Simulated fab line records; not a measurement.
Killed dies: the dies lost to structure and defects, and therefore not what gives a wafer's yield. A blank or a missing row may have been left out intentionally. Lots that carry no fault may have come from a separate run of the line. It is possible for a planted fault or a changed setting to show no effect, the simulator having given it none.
A struck lot beside a sound one    flow n5_finfet    30 steps out of a route of 1938
Sound: the wafers L862.3, L862.4, L862.5. Struck: wafer L860.1 (left out: L860.2, L860.3 of the same lot, which were not struck); the cause appears at the end.
For every step that has rows: the tool of each side, followed by ch and its chambers, followed by its first start. Under that, the readings that differ: sound wafers    struck wafers    difference of the means    sigmas: that difference in standard deviations of wafers without a fault.
alike: same words and numbers on both sides, and readings whose means sit less than 2 such deviations apart. not compared: any withheld reading, any reading some wafer has no value for, any bound like >300 that may hide the same value, and any number with overlapping values for which the record gives no deviation.
A row with sigmas, a row that says differs or no value, or rows on one side alone: a step with any of these is where the two part. Numbers that have no deviation but don't overlap get no sigmas and don't part them. A reading that every wafer of one side lacks parts them only if that side has two wafers or more.

first, 9 steps without rows for these wafers: N5_BEOL_M9_DESCUM_33 (chemistry O2, time 7 s); N5_BEOL_M9_ETCH_76 (etches underlayer in N2/H2, target depth 6.5 nm, time 5.2 s); N5_BEOL_M9_ETCH_65 (etches SiARC in CF4, target depth 15.6 nm, time 26 s); N5_BEOL_M9_ETCH_66 (etches SOC in N2/H2, target depth 80 nm, overetch 16 nm, time 120 s); N5_BEOL_M9_STRIP_69 (strips in N2/H2); N5_BEOL_M9_STRIP_77 (strips in N2/H2); N5_BEOL_M9_VIA_ETCH_34 (etches SiCOH lowk in C4F6/O2, target depth 182.4 nm, time 68.4 s); N5_BEOL_M9_STRIP_73 (strips in C4F6/O2); N5_BEOL_M9_STRIP_36 (strips in N2/H2).
N5_BEOL_M9_TRENCH_ETCH_37: etches SiCOH lowk in C4F6/O2, target depth 151.43 nm, time 49 s.
  sound on rie_diel-01 ch 0,1, day 12 11:52; struck on rie_diel-02 ch 1, day 12 07:26
reading                              sound              struck  difference  sigmas
bias_w (W)                           185.2 185.9 185.7  203.6   +18.0       +32
oes_product_au (a.u.)                0.72 0.71 0.72     0.93    +0.21       +3
rf_vpp_V (V)                         653 676 676        711     +43         +6
model.etch.depth_nm (nm)             148.6 148.4 149.2  158.7   +10.0       
model.BEOL_M9.feature_depth_nm (nm)  148.6 148.4 149.2  158.6   +9.9        
  alike: O2_flow_sccm, drypump_motor_current_A, showerhead_plenum_p_Torr, throttle_valve_pct
  not compared: rf_hours_counter_h
then, 2 steps without rows for these wafers: N5_BEOL_M9_ETCH_41 (etches SiCN in CH3F/O2, target depth 36.6 nm, time 70.1 s); N5_BEOL_M9_STRIP_80 (strips in N2/H2, time 10 s).
N5_BEOL_M9_OCD_MEAS_38:
  sound: ocd-01 at day 12 12:02; struck: ocd-01 at day 12 07:37
reading               sound              struck  difference  sigmas
trench_depth_nm (nm)  148.6 148.3 149.0  158.7   +10.1       +5
then, 13 steps without rows for these wafers: N5_BEOL_M9_HM_STRIP_39 (strips TiN in peroxide tin strip, target depth 25 nm, time 158 s); N5_BEOL_M9_SRD_40 (time 30 s); N5_BEOL_M9_PRECLEAN_42 (cleans in residue remover, time 60 s); N5_BEOL_M9_SRD_43 (time 30 s); N5_BEOL_M9_CURE_72 (cures SiCOH lowk, time 120 s); N5_BEOL_M9_DEGAS_44 (time 60 s); N5_BEOL_M9_PRE_CLEAN_45 (time 30 s); N5_BEOL_M9_ALD_74 (deposits TaN, target thk 2 nm, pulse time 2 s, purge time 3 s); N5_BEOL_M9_SURFACE_TREAT_79; N5_BEOL_M9_CVD_78 (deposits Co from CCTBA/H2, target thk 2 nm, time 138.9 s); N5_BEOL_M9_SPUTTER_48 (material Cu, target thk 12 nm, time 2 s); N5_BEOL_M9_ECD_50 (material Cu, target thk 318 nm); N5_BEOL_M9_ANNEAL_51 (time 90 s).
N5_BEOL_M9_CMP_52: polishes, stops on SiCOH lowk, t overpolish 7 s, target thk 140 nm.
  sound on cmp-02 ch 0,1,2, day 12 14:33; struck on cmp-03 ch 2, day 12 09:39
reading                                 sound              struck  difference  sigmas
model.Cu_of_BEOL_M9_ECD_50.thk_nm (nm)  136.8 135.4 136.8  146.2   +9.9        
  alike: barrier_field_endpoint_s, motor_current_A, overpolish_run_s, time_to_endpoint_s
then, 2 steps without rows for these wafers: N5_BEOL_M9_PRE_CLEAN_55 (time 15 s); N5_BEOL_M9_DEP_56 (deposits SiCN from 3MS/NH3, target thk 15 nm, time 26.5 s).
N5_BEOL_M9_RS_MEAS_57: measurement is done with a four-point probe.
  sound: film_metro-02 at day 12 14:55; struck: film_metro-02 at day 12 10:05
reading         sound                 struck  difference  sigmas
M9_RS (ohm/sq)  0.1546 0.1562 0.1544  0.1435  -0.0116     -4

## WHERE THEY PART
Last at N5_BEOL_M9_RS_MEAS_57 as far as this record goes, first at N5_BEOL_M9_TRENCH_ETCH_37.

WHY: what had been put in by the simulator
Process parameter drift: rie_diel-02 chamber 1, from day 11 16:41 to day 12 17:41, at N5_BEOL_M9_TRENCH_ETCH_37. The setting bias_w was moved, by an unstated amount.
